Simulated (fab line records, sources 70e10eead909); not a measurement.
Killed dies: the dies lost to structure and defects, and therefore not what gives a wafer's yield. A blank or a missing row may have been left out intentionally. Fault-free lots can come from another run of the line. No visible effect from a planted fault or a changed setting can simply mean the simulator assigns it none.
Matching of chambers	flow nand-harc	NHARC_P_M0_DEP_32 on pecvd-03: 3 sister chambers
The step deposits SiCN, target thk 30 nm. 14 wafers are shown with their chamber, then 7 later ones without.

## EACH WAFER AND ITS CHAMBER
wafer	chamber	heater-power-w (W)
L075.1	0	512
L075.2	1	627
L075.4	0	513
L077.1	1	554
L077.5	0	506
L077.6	1	534
L076.1	1	581
L076.4	1	578
L076.5	0	496
L080.3	2	639
L080.5	0	514
L080.6	1	565
L082.1	2	698
L082.2	0	431

SIGNATURES (means of the wafers above)
reading	chamber 0	chamber 1	chamber 2	scatter within a chamber
heater-power-w	495.33	573.17	668.50	32.9
Rule: distance of a wafer from a chamber = root of the sum over the readings of ((wafer's reading minus chamber's mean) / reading's scatter) squared. The wafer belongs to the nearest chamber; if the next one is less than 2 further off, it can't be placed. How the scatter is found: for the shown wafers, subtract from each reading the mean of its chamber, square and add these, divide the total by (wafers less chambers), then take the root.

## WAFERS WITH NO CHAMBER GIVEN
wafer	heater-power-w (W)
L082.3	537
L084.3	647
L084.4	647
L084.6	485
L095.1	640
L095.2	461
L095.3	684

## WHICH CHAMBER EACH WENT THROUGH
wafer	from the rows above	in truth
L082.3	can't be placed: 1 or 0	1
L084.3	can't be placed: 2 or 1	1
L084.4	can't be placed: 2 or 1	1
L084.6	0	0
L095.1	can't be placed: 2 or 1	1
L095.2	0	0
L095.3	2	2
Correct placement for 3 of the 7. From these rows, 4 cannot be placed; in 4 the true chamber is one of the candidates. Placed wrongly: 0.
